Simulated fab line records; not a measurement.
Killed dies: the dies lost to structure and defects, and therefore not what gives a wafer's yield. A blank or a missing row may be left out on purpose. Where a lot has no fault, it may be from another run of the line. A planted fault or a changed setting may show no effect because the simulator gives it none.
Which tool did it?	flow nand harc	Sampling: 12 lots, 36 wafers, 4 of 1159 route steps

WHAT THE GAUGES SHOWED, per wafer
NHARC_P_ZERO_WELL_CD_MEAS_37 targets a cd of 720 nm. Usual: cd nm 719.4 nm, standard deviation 2.2.
lot	measured	on	cd nm (nm)	flag
L264	day 1 16:06	cd sem-03	722.5 721.6 718.0	
L267	day 2 10:02	cd sem-01	718.3 715.6 722.0	
L271	day 3 09:59	cd sem-03	719.2 715.8 721.7	
L272	day 3 16:08	cd sem-02	722.8 719.4 716.8	
L273	day 3 21:58	cd sem-03	739.7 743.0 744.3	OFF
L274	day 4 04:07	cd sem-02	719.9 720.0 720.0	
L278	day 5 04:13	cd sem-03	718.7 718.7 722.0	
L283	day 6 10:07	cd sem-03	721.1 717.6 719.0	
L284	day 6 16:17	cd sem-03	718.5 718.9 719.5	
L285	day 6 22:04	cd sem-01	717.8 719.0 718.6	
L286	day 7 04:26	cd sem-03	718.9 719.3 714.6	
L287	day 7 10:07	cd sem-01	717.7 720.9 720.9	

NHARC_P_ZERO_WELL_CD_MEAS_52 targets a cd of 2000 nm. Usual: cd nm 1999.3 nm, standard deviation 2.7.
lot	measured	on	cd nm (nm)	flag
L264	day 1 17:38	cd sem-03	2002.5 1999.1 1999.6	
L267	day 2 11:36	cd sem-03	1999.0 2000.1 2003.6	
L271	day 3 11:37	cd sem-01	2001.2 2000.3 1999.4	
L272	day 3 17:46	cd sem-02	1994.0 1995.3 1996.3	
L273	day 3 23:38	cd sem-01	1995.5 1995.4 1999.5	
L274	day 4 05:46	cd sem-01	2000.8 2003.6 1997.0	
L278	day 5 05:52	cd sem-01	1997.8 1999.1 1995.7	
L283	day 6 11:47	cd sem-03	2002.1 2002.9 1998.2	
L284	day 6 17:47	cd sem-03	1997.4 1998.1 2000.5	
L285	day 6 23:34	cd sem-02	1999.2 1997.9 1995.1	
L286	day 7 06:05	cd sem-01	2001.0 2002.0 2003.0	
L287	day 7 11:37	cd sem-02	1999.1 2002.8 2002.5	

TOOL THAT RAN EACH LOT (tool first, then ch and the chambers of the sampled wafers, then the start)
lot	NHARC_P_ZERO_WELL_DESCUM_26	NHARC_P_ZERO_WELL_EXPOSE_34
L264	rie diel-04 ch 0,1,2, day 1 14:47	krf scanner-01 ch 0, day 1 15:57
L267	rie diel-04 ch 0,2, day 2 08:42	krf scanner-02 ch 0, day 2 09:53
L271	rie diel-09 ch 0,1,3, day 3 08:39	krf scanner-01 ch 0, day 3 09:50
L272	rie diel-09 ch 2,3, day 3 14:37	krf scanner-02 ch 0, day 3 15:58
L273	rie diel-04 ch 2,3, day 3 20:37	krf scanner-02 ch 0, day 3 21:49
L274	rie diel-10 ch 0,1, day 4 02:38	krf scanner-01 ch 0, day 4 03:58
L278	rie diel-10 ch 0,2,3, day 5 02:44	krf scanner-02 ch 0, day 5 04:04
L283	rie diel-04 ch 0,1,2, day 6 08:38	krf scanner-02 ch 0, day 6 09:58
L284	rie diel-04 ch 1,2, day 6 14:54	krf scanner-02 ch 0, day 6 16:07
L285	rie diel-04 ch 0,1, day 6 20:41	krf scanner-02 ch 0, day 6 21:54
L286	rie diel-10 ch 0,1,2, day 7 03:04	krf scanner-02 ch 0, day 7 04:17
L287	rie diel-09 ch 0,1,2, day 7 08:38	krf scanner-01 ch 0, day 7 09:57
- NHARC_P_ZERO_WELL_DESCUM_26: chemistry O2, time 3 s.
- NHARC_P_ZERO_WELL_EXPOSE_34: exposes mask P PWELL, target cd 720 nm.

WHAT THE TOOLS THEMSELVES READ (means of the sampled wafers that have a number; where no wafer has one, the mark that the record gives instead)
NHARC_P_ZERO_WELL_DESCUM_26. Usual: drypump motor current A 5.9 A, standard deviation 0.44; o2 flow sccm 199.9 sccm, standard deviation 0.66; oes product au 1.002 a.u., standard deviation 0.013; rf vpp V 57.9 V, standard deviation 0.87; showerhead plenum p Torr 1.94 Torr, standard deviation 0.05; throttle valve pct 11.311 %, standard deviation 0.01.
lot	tool	drypump motor current A (A)	o2 flow sccm (sccm)	oes product au (a.u.)	rf vpp V (V)	showerhead plenum p Torr (Torr)	throttle valve pct (%)	flag
L264	rie diel-04	6.1	199.6	0.995	58.0	1.90	11.310	
L267	rie diel-04	6.1	200.1	1.003	58.2	1.92	11.313	
L271	rie diel-09	5.9	199.9	0.986	57.9	1.95	11.316	
L272	rie diel-09	5.4	199.7	1.004	57.8	1.93	11.315	
L273	rie diel-04	6.4	199.9	0.985	57.0	1.92	11.310	
L274	rie diel-10	5.7	199.9	1.003	58.4	1.97	11.311	
L278	rie diel-10	6.1	199.9	1.004	58.2	1.98	11.312	
L283	rie diel-04	6.1	200.2	1.014	58.7	1.90	11.314	
L284	rie diel-04	6.2	199.9	1.016	57.7	1.89	11.302	
L285	rie diel-04	6.0	200.2	1.003	56.6	1.90	11.306	
L286	rie diel-10	5.8	199.0	1.012	58.1	1.95	11.314	
L287	rie diel-09	5.6	200.3	1.004	57.1	1.96	11.305	

THE ANSWER, worked out from the rows above alone
Rule: a lot is off if the mean of its wafers that have a number lies more than 3 standard deviations from the usual mean. Also off: a lot with no number at a reading for which 4 or more lots have one. All remaining lots with rows at the step are treated as sound. Order of review: gauges by route order, followed by the tools' own readings, for which a lot's mean as printed above is used. The first step at which some lot is off is used, and at that step the reading that is off furthest; a lot without a number counts as furthest.
Off, at NHARC_P_ZERO_WELL_CD_MEAS_37 on cd nm: L273.
A tool fits if, at a process step before that reading, it ran every lot that is off, and no sound lot after the first of them. The gauges at NHARC_P_ZERO_WELL_CD_MEAS_37 are tried like those tools. None of those tried fits.

WHAT HAD BEEN PUT IN BY THE SIMULATOR
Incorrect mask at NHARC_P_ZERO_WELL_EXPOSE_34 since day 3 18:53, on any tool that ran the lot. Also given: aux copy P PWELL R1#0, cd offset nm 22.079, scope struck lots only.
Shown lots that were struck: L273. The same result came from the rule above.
